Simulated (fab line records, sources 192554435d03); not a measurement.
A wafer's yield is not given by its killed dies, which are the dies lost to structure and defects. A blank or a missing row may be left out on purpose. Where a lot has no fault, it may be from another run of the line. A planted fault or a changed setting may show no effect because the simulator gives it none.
fab line records ; flow n5_finfet
record: lots: 9; wafers: 26; last_day: 21
route steps=1938 shown STI_FIN_REVEAL@200 SD_EPI_N@277 SD_EPI_P@303 BEOL_M4@1111 PASSIVATION@1936
lots that met no fault: taken from a fault-free run of the same line
start_h: start of the lot's first displayed wafer, in hours after the record's first day ; wait_h: how many hours have passed since the lot's step before this one ; " identical to the entry in the row above ; L1.1+2: a row that stands for several wafers ; - no value present, or no start provided ; * or withheld: withheld ; < > ~ a bound
route shown NAME@n: names a module that has steps shown in the file, with the first one's number in the route ; usual: mean/standard deviation taken from wafers without a fault ; same: alike in all rows ; chamber/n: place in a boat ; sites: each site's reading ; _std_site: how widely they spread, as a standard deviation ; _edge_site: inner sites' mean taken away from outer sites' mean ; radius_mm: how far each site lies from the wafer's centre ; mask NAME#n: copy n ; behind: the most recent tool/chamber to have shaped the wafer ; hold: reason for holding the lot/hours on hold/outcome of the hold ; device: which transistor (n, p or np) failed to switch ; end of line: tests run on the same wafers once the route is complete ; where a step has no rows: the recipe by itself ; killed: dies lost to structure and defects at the first sort, not the wafer's yield ; map: a wafer's dies, x killed, . not, _ none there
set.NAME: setting as actually run; set.NAME@STEP: the setting as run at that earlier step ; model.NAME: the simulator's own value behind a step, which no gauge read
steps of the route over a sample of lots; a table a step, a row a wafer
services: the hour from which a tool's chamber was out of use, counted from the record's first day as start_h (under 0 if before that day), plus the number of hours and why
== steps ==
step: N5_STI_FIN_REVEAL_OXIDATION_31
recipe: chemistry: O2_PLASMA_REMOTE; temp_c: 150; time_s: 20; pressure_mtorr: 1000; source_power_w: 2000; o2_flow_sccm: 3000
usual: drypump_motor_current_A: 6.0/0.31; heater_power_w: 134/5.9; temp_c: 150.01/0.13
lot.wafer;tool;chamber;start_h;wait_h;drypump_motor_current_A;heater_power_w;rf_hours_counter_h;temp_c
L743.2;plasma_asher-02;1;66.14;0.0;6.4;134;52;149.90
L743.3;plasma_asher-02;0;66.14;0.0;5.8;127;-;149.95
L743.4;plasma_asher-02;1;66.14;0.0;6.4;138;-;150.06
L746.1;plasma_asher-02;1;86.76;0.0;6.4;135;57;150.04
L746.3;plasma_asher-02;0;86.76;0.0;5.8;127;-;150.15
L746.6;plasma_asher-02;1;86.76;0.0;6.4;135;-;149.93
L747.1;plasma_asher-02;1;91.95;0.0;6.4;138;58;149.88
L747.2;plasma_asher-02;0;91.95;0.0;5.8;127;58;149.94
L747.5;plasma_asher-02;1;91.95;0.0;6.4;131;-;150.01
L749.3;plasma_asher-01;0;109.40;0.1;6.2;132;-;149.84
L749.6;plasma_asher-01;1;109.40;0.1;5.7;144;-;150.11
L750.3;plasma_asher-02;1;114.47;0.1;6.4;133;-;150.11
L750.5;plasma_asher-02;0;114.47;0.1;5.7;127;-;150.00
L750.6;plasma_asher-02;1;114.47;0.1;6.4;137;-;150.00
L751.1;plasma_asher-02;1;116.25;0.0;6.4;135;60;150.03
L751.2;plasma_asher-02;0;116.25;0.0;5.8;127;60;149.82
L751.6;plasma_asher-02;0;116.25;0.0;5.7;127;-;150.09
L759.1;plasma_asher-01;0;163.10;0.0;6.2;130;79;150.32
L759.3;plasma_asher-01;0;163.10;0.0;6.3;131;-;150.19
L759.6;plasma_asher-01;1;163.10;0.0;5.7;142;-;150.14
L760.1;plasma_asher-01;0;168.89;0.0;6.2;131;80;149.90
L760.5;plasma_asher-01;0;168.89;0.0;6.2;132;-;150.02
L760.6;plasma_asher-01;1;168.89;0.0;5.7;144;-;149.99
L761.2;plasma_asher-02;1;174.96;0.0;6.4;135;73;150.04
L761.3;plasma_asher-02;1;174.96;0.0;6.4;134;-;150.13
L761.6;plasma_asher-02;1;174.96;0.0;6.4;135;-;150.15
step: N5_SD_EPI_N_ETCHBACK_44
recipe: chemistry: CH3F/O2; mode: anisotropic_etchback; target: SiNx; target_depth_a: 145; stop_on: SiO2; over_etch_frac: 0.3; ion_energy_ev: 120; pressure_mtorr: 30; source_w: 395; bias_w: 73; Ar_flow_sccm: 150; CH3F_flow_sccm: 30; O2_flow_sccm: 20
usual: CH3F_flow_sccm: 29.99/0.086; O2_flow_sccm: 20.00/0.06; drypump_motor_current_A: 6.0/0.4; oes_f_703_au: 0.80/0.1; oes_product_au: 0.69/0.076; rf_vpp_V: 299/8.4; showerhead_plenum_p_Torr: 2.03/0.077; throttle_valve_pct: 16.24/0.22
lot.wafer;tool;chamber;start_h;wait_h;CH3F_flow_sccm;O2_flow_sccm;drypump_motor_current_A;oes_f_703_au;oes_product_au;rf_hours_counter_h;rf_vpp_V;showerhead_plenum_p_Torr;throttle_valve_pct
L743.2;rie_diel-05;1;78.80;0.0;30.01;20.06;6.2;0.65;0.59;244;309;1.89;16.70
L743.3;rie_diel-05;3;78.80;0.0;30.06;20.05;6.7;0.74;0.61;246;292;1.90;16.55
L743.4;rie_diel-05;0;78.80;0.0;30.04;19.95;5.7;0.94;0.74;26;289;2.13;15.97
L746.1;rie_diel-01;1;100.79;0.0;30.00;20.02;6.0;0.67;0.60;207;302;1.96;16.48
L746.3;rie_diel-01;3;100.79;0.0;29.85;19.95;6.4;0.73;0.65;144;302;1.99;16.05
L746.6;rie_diel-01;0;100.79;0.0;29.98;20.07;6.2;0.87;0.74;-;293;2.14;16.27
L747.1;rie_diel-01;1;108.14;0.0;29.97;20.03;5.9;0.66;0.60;210;302;1.96;16.48
L747.2;rie_diel-01;0;108.14;0.0;29.93;20.03;6.2;0.86;0.73;52;293;2.14;16.28
L747.5;rie_diel-01;2;108.14;0.0;29.98;19.98;5.6;0.75;0.65;-;305;2.00;16.21
L749.3;rie_diel-05;0;121.44;0.0;29.98;20.12;5.7;0.91;0.72;37;289;2.13;15.98
L749.6;rie_diel-05;2;121.44;0.0;30.05;19.98;5.8;0.88;0.77;-;298;2.03;16.01
L750.3;rie_diel-05;3;126.36;0.0;30.09;20.00;6.7;1.01;0.82;1;297;2.15;16.11
L750.5;rie_diel-05;2;126.36;0.0;29.94;19.93;5.8;0.88;0.77;-;299;2.03;16.02
L750.6;rie_diel-05;3;126.36;0.0;30.07;19.97;6.7;1.00;0.83;-;299;2.15;16.09
L751.1;rie_diel-05;3;130.19;0.0;29.95;20.07;6.7;0.99;0.81;3;298;2.15;16.09
L751.2;rie_diel-05;2;130.19;0.0;29.83;20.09;5.7;0.87;0.78;25;298;2.03;16.01
L751.6;rie_diel-05;3;130.19;0.0;29.88;19.98;6.7;1.00;0.81;-;297;2.15;16.12
L759.1;rie_diel-05;1;180.25;0.0;-;-;-;-;-;-;-;-;-
L759.3;rie_diel-05;3;180.25;0.0;-;-;-;-;-;-;-;-;-
L759.6;rie_diel-05;1;180.25;0.0;-;-;-;-;-;-;-;-;-
L760.1;rie_diel-05;2;181.47;0.0;-;-;-;-;-;-;-;-;-
L760.5;rie_diel-05;2;181.47;0.0;-;-;-;-;-;-;-;-;-
L760.6;rie_diel-05;1;181.47;0.0;-;-;-;-;-;-;-;-;-
L761.2;rie_diel-04;0;189.39;0.0;30.08;20.01;5.1;0.72;0.58;246;280;1.94;16.55
L761.3;rie_diel-04;3;189.39;0.0;30.01;20.04;5.6;0.73;0.60;248;305;2.04;16.42
L761.6;rie_diel-04;0;189.39;0.0;30.05;19.99;5.1;0.72;0.58;-;281;1.94;16.55
step: N5_SD_EPI_P_CD_MEAS_09
recipe: target_cd_nm: 240; landing_energy_ev: 500; detector: se_inlens
usual: cd_nm: 240.3/1
lot.wafer;tool;chamber;start_h;wait_h;cd_nm
L743.2;cd_sem-02;0;82.73;-;240.1
L743.3;cd_sem-02;0;82.73;-;241.2
L743.4;cd_sem-02;0;82.73;-;242.4
L746.1;cd_sem-01;0;104.71;-;238.6
L746.3;cd_sem-01;0;104.71;-;240.4
L746.6;cd_sem-01;0;104.71;-;241.2
L747.1;cd_sem-02;0;112.30;-;240.3
L747.2;cd_sem-02;0;112.30;-;240.2
L747.5;cd_sem-02;0;112.30;-;239.8
L749.3;cd_sem-01;0;126.50;-;239.3
L749.6;cd_sem-01;0;126.50;-;238.9
L750.3;cd_sem-01;0;130.29;-;241.1
L750.5;cd_sem-01;0;130.29;-;240.8
L750.6;cd_sem-01;0;130.29;-;238.7
L751.1;cd_sem-03;0;134.12;-;241.4
L751.2;cd_sem-03;0;134.12;-;241.8
L751.6;cd_sem-03;0;134.12;-;242.0
L761.2;cd_sem-02;0;194.17;-;241.5
L761.3;cd_sem-02;0;194.17;-;240.5
L761.6;cd_sem-02;0;194.17;-;240.6
step: N5_SD_EPI_P_ETCH_36
recipe: chemistry: CF4; target: SiARC; target_depth_a: 455; mask_material: CAR-ArF-block; time_s: 75.8; ion_energy_ev: 80; pressure_mtorr: 40; source_w: 545; bias_w: 36; Ar_flow_sccm: 100; cf4_flow_sccm: 100; ends: cleared
usual: drypump_motor_current_A: 5.7/0.38; etch_rf_on_time_s: 75.5/2; oes_product_au: 0.65/0.055; rf_vpp_V: 183.9/1.3; showerhead_plenum_p_Torr: 2.14/0.071; throttle_valve_pct: 15.7/0.33
lot.wafer;tool;chamber;start_h;wait_h;drypump_motor_current_A;etch_rf_on_time_s;oes_product_au;rf_hours_counter_h;rf_vpp_V;showerhead_plenum_p_Torr;throttle_valve_pct
L743.2;rie_diel-03;2;82.85;0.0;6.0;73.2;0.64;163;183.3;2.04;15.3
L743.3;rie_diel-03;3;82.85;0.0;6.5;77.5;0.66;103;183.7;2.18;15.6
L743.4;rie_diel-03;0;82.85;0.0;5.2;73.7;0.60;217;183.8;2.13;16.0
L746.1;rie_diel-06;1;104.84;0.0;5.6;76.9;0.68;108;183.9;2.09;16.0
L746.3;rie_diel-06;3;104.84;0.0;5.4;75.5;0.59;231;182.4;2.05;16.2
L746.6;rie_diel-06;0;104.84;0.0;5.7;78.7;0.59;-;184.0;2.13;15.7
L747.1;rie_diel-03;0;112.42;0.0;5.2;72.7;0.60;222;183.2;2.12;16.0
L747.2;rie_diel-03;3;112.42;0.0;6.5;77.8;0.65;108;184.8;2.18;15.6
L747.5;rie_diel-03;0;112.42;0.0;5.2;73.4;0.60;-;182.3;2.12;16.0
L749.3;rie_diel-06;0;126.62;0.0;5.7;78.0;0.59;244;184.3;2.13;15.7
L749.6;rie_diel-06;2;126.62;0.0;5.8;75.9;0.64;-;184.0;2.23;15.2
L750.3;rie_diel-03;3;130.41;0.0;6.4;77.8;0.66;112;184.2;2.18;15.6
L750.5;rie_diel-03;3;130.41;0.0;6.5;78.1;0.66;-;185.2;2.18;15.6
L750.6;rie_diel-03;2;130.41;0.0;5.9;72.9;0.64;-;182.1;2.04;15.3
L751.1;rie_diel-03;1;134.24;0.0;5.9;71.9;0.64;198;184.7;2.20;15.5
L751.2;rie_diel-03;3;134.24;0.0;6.5;78.1;0.65;113;185.4;2.18;15.6
L751.6;rie_diel-03;3;134.24;0.0;6.4;78.2;0.66;-;183.4;2.18;15.6
L761.2;rie_diel-02;3;194.29;0.0;5.4;74.5;0.74;40;185.1;2.27;15.3
L761.3;rie_diel-02;1;194.29;0.0;4.8;74.4;0.65;158;182.6;2.17;15.9
L761.6;rie_diel-02;3;194.29;0.0;5.4;74.6;0.73;-;184.4;2.27;15.3
step: N5_BEOL_M4_RC_MEAS_101
usual: DIBL_N: 37.7/2; DIBL_P: 37.7/2.3; IOFF_N: 0.18/0.039; IOFF_P: 0.23/0.042; ION_N: 681/12; ION_P: 463/8; SS_N: 71.9/0.68; SS_P: 73.6/0.71; VT_N: 248/3.2; VT_P: -249/3.1
lot.wafer;tool;chamber;start_h;wait_h;DIBL_N[mV/V];DIBL_P[mV/V];IOFF_N[nA/um];IOFF_P[nA/um];ION_N[uA/um];ION_P[uA/um];SS_N[mV/dec];SS_P[mV/dec];VT_N[mV];VT_P[mV]
L743.2;prober-02;0;281.51;0.2;36.9;37.8;0.16;0.22;654;455;71.3;74.1;252;-251
L743.3;prober-02;0;281.51;0.2;40.1;40.5;0.25;0.27;685;462;73.1;74.9;244;-249
L743.4;prober-02;0;281.51;0.2;35.0;34.6;0.14;0.18;679;455;71.2;73.2;250;-253
L746.1;prober-02;0;306.99;0.0;38.7;39.1;0.19;0.25;679;459;72.9;74.1;248;-251
L746.3;prober-02;0;306.99;0.0;36.7;36.1;0.15;0.18;680;458;72.5;73.9;250;-256
L746.6;prober-02;0;306.99;0.0;37.4;39.1;0.18;0.25;695;471;72.8;74.3;251;-250
L747.1;prober-01;0;309.95;0.0;37.6;36.9;0.16;0.23;664;460;72.0;74.0;250;-249
L747.2;prober-01;0;309.95;0.0;40.3;38.5;0.23;0.25;682;461;72.7;74.1;247;-245
L747.5;prober-01;0;309.95;0.0;38.8;38.6;0.18;0.24;670;455;71.5;73.5;251;-250
L749.3;prober-01;0;317.48;0.3;39.9;40.9;0.22;0.27;709;470;72.0;74.2;244;-249
L749.6;prober-01;0;317.48;0.3;41.5;41.8;0.27;0.30;715;484;72.1;74.2;242;-245
L750.3;prober-02;0;327.06;0.3;40.5;39.8;0.25;0.26;689;464;72.8;74.4;242;-247
L750.5;prober-02;0;327.06;0.3;34.8;32.8;0.13;0.16;669;452;70.7;72.4;250;-253
L750.6;prober-02;0;327.06;0.3;39.7;38.2;0.21;0.23;681;462;72.7;73.4;246;-252
L751.1;prober-01;0;353.43;0.0;34.6;35.0;0.14;0.19;668;461;70.6;73.0;249;-250
L751.2;prober-01;0;353.43;0.0;36.4;37.2;0.16;0.22;673;461;71.1;73.6;251;-251
L751.6;prober-01;0;353.43;0.0;39.1;40.1;0.21;0.27;685;458;72.7;73.4;247;-248
L761.2;prober-02;0;402.43;0.2;36.5;36.5;0.16;0.26;662;460;71.5;73.6;250;-245
L761.3;prober-02;0;402.43;0.2;33.3;31.9;0.12;0.17;680;463;70.8;73.0;248;-251
L761.6;prober-02;0;402.43;0.2;36.9;37.3;0.19;0.26;686;475;72.2;74.0;248;-246
step: N5_PASSIVATION_PROBE_49
usual: defect_limited_yield: 91.1/1.4; killed_at_M0_to_M3: 34/9.6; killed_at_M4_up: 15/5.3; killed_at_contacts: 12/6.1; killed_at_front_end: 40/11; killed_at_other: 3.5/2.8; killed_dies: 105/17; killed_on_rim: 14/4.3; killed_open: 70/12; killed_short: 34/7.7; sort_bin_4_leakage: 0.01/0.07; sort_bin_5_function: 5.2/0.97; sort_bin_6_memory: 3.4/0.62; sort_n_pass: 1075/17; sort_yield_pct: 91.1/1.4
same: gross_dies: 1180; killed_at_back_side: 0; sort_bin_8_speed[%]: 0
lot.wafer;tool;chamber;start_h;wait_h;defect_limited_yield[%];killed_at_M0_to_M3;killed_at_M4_up;killed_at_contacts;killed_at_front_end;killed_at_other;killed_dies;killed_on_rim;killed_open;killed_short;sort_bin_4_leakage[%];sort_bin_5_function[%];sort_bin_6_memory[%];sort_n_pass;sort_yield_pct[%]
L759.1;prober-01;-;500.48;0.0;0;25;22;13;1113;7;1180;152;71;36;0;96.5;3.2;0;0
L759.3;prober-01;-;500.58;0.1;0;34;12;16;1118;0;1180;152;70;29;0;96.5;3.3;0;0
L759.6;prober-01;-;500.73;0.3;0;18;17;24;1117;4;1180;152;74;37;0;94.9;4.7;0;0
L760.1;prober-02;-;501.33;0.3;0;20;13;8;1133;6;1180;152;55;32;0;96.8;2.9;0;0
L760.5;prober-02;-;501.53;0.5;0;46;8;6;1115;5;1180;152;62;45;0;95.8;3.6;0;0
L760.6;prober-02;-;501.58;0.5;0;34;12;7;1122;5;1180;152;71;39;0;96.6;3.1;0;0
killed by level:class
L759.1 SD_EPI_N:area_etchback=1073 BEOL_M4:geometric_particle:open=10 FIN_SAQP:geometric_particle:open=9 MOL_CONTACT_COAG:geometric_particle:open=9 BEOL_M3:geometric_particle:open=9 STI_FIN_REVEAL:geometric_particle:open=7 FIN_SAQP:geometric_particle:short=5 GATE_CUT:geometric_particle:short=4
L759.3 SD_EPI_N:area_etchback=1081 MOL_CONTACT_COAG:geometric_particle:open=15 STI_FIN_REVEAL:geometric_particle:open=9 BEOL_M3:geometric_particle:open=9 BEOL_M1:geometric_particle:open=6 BEOL_M2:geometric_particle:open=6 ILD0:geometric_particle:short=5 GATE_CUT:geometric_particle:short=4
L759.6 SD_EPI_N:area_etchback=1069 MOL_CONTACT_COAG:geometric_particle:open=19 STI_FIN_REVEAL:geometric_particle:open=12 FIN_SAQP:geometric_particle:open=10 BEOL_M4:geometric_particle:open=5 GATE_CUT:geometric_particle:short=5 MOL_CONTACT_COAG:geometric_particle:short=5 STARTING-WAFER:geometric_particle:short=5
L760.1 SD_EPI_N:area_etchback=1091 FIN_SAQP:geometric_particle:open=8 STI_FIN_REVEAL:geometric_particle:open=7 BEOL_M3:geometric_particle:open=6 MOL_CONTACT_COAG:geometric_particle:open=5 BEOL_M0_SAQP:geometric_particle:short=5 BEOL_M4:geometric_particle:open=5 FIN_SAQP:geometric_particle:short=4
L760.5 SD_EPI_N:area_etchback=1072 BEOL_M0_SAQP:geometric_particle:short=10 BEOL_M2:geometric_particle:open=10 FIN_SAQP:geometric_particle:short=7 BEOL_M0_SAQP:geometric_particle:open=7 BEOL_M3:geometric_particle:open=7 FIN_SAQP:geometric_particle:open=5 SPACER0:geometric_particle:short=5
L760.6 SD_EPI_N:area_etchback=1069 FIN_SAQP:geometric_particle:short=14 BEOL_M1:geometric_particle:open=9 BEOL_M2:geometric_particle:open=8 STI_FIN_REVEAL:geometric_particle:open=7 STARTING-WAFER:geometric_particle:open=7 MOL_CONTACT_COAG:geometric_particle:open=5 FIN_SAQP:geometric_particle:open=4
== services ==
tool;chamber;start_h;hours;kind
rie_diel-06;2;43.11;2.8;repair
rie_diel-02;-;48.24;1.3;repair
rie_diel-02;1;82.56;4.2;repair
rie_diel-06;-;82.88;0.7;repair
rie_diel-05;3;89.42;-;clean
rie_diel-05;3;89.42;-;consumable_replace:focus_ring
rie_diel-05;3;89.42;-;consumable_replace:showerhead
rie_diel-05;3;89.42;32.7;scheduled_down
rie_diel-05;3;89.42;32.7;vent_cycle
rie_diel-05;-;89.99;15.6;pm
rie_diel-01;-;109.73;14.6;pm
rie_diel-03;2;118.77;6.3;repair
rie_diel-05;1;122.16;-;clean
rie_diel-05;1;122.16;-;consumable_replace:focus_ring
rie_diel-05;1;122.16;-;consumable_replace:showerhead
rie_diel-05;1;122.16;17.9;scheduled_down
rie_diel-05;1;122.16;17.9;vent_cycle
rie_diel-06;0;152.53;-;clean
rie_diel-06;0;152.53;-;consumable_replace:focus_ring
rie_diel-06;0;152.53;21.1;scheduled_down
rie_diel-06;0;152.53;21.1;vent_cycle
rie_diel-01;3;166.05;3.5;repair
rie_diel-06;3;179.10;4.1;repair
rie_diel-06;3;183.24;-;clean
== key ==
first_sign: step: N5_SD_EPI_N_ETCHBACK_44; reading: tool_record; direction: missing
effect: step: N5_PASSIVATION_PROBE_49; reading: killed_at_front_end; direction: up; sigmas: 99+; usual: 40; struck: 1120
more_kills_born_at: N5_SD_EPI_N_ETCHBACK_44@rie_diel-05: 6455
met_at N5_SD_EPI_N_ETCHBACK_44
struck_lots L759,L760
later_rows_left_out L759.1,L759.3,L759.6,L760.1,L760.5,L760.6
not_acting_at N5_STI_FIN_REVEAL_OXIDATION_31,N5_SD_EPI_P_CD_MEAS_09,N5_SD_EPI_P_ETCH_36
onset_between 130.19 180.25
fault: kind: skipped_step_whole; tool: rie_diel-05; chamber: -; onset_h: 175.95; steps: N5_SD_EPI_N_ETCHBACK_44; scope: struck_lots_only
later_rows_left_out: the simulator's readings of these wafers behind a module that went badly wrong aren't trusted and aren't shown, but for the sort
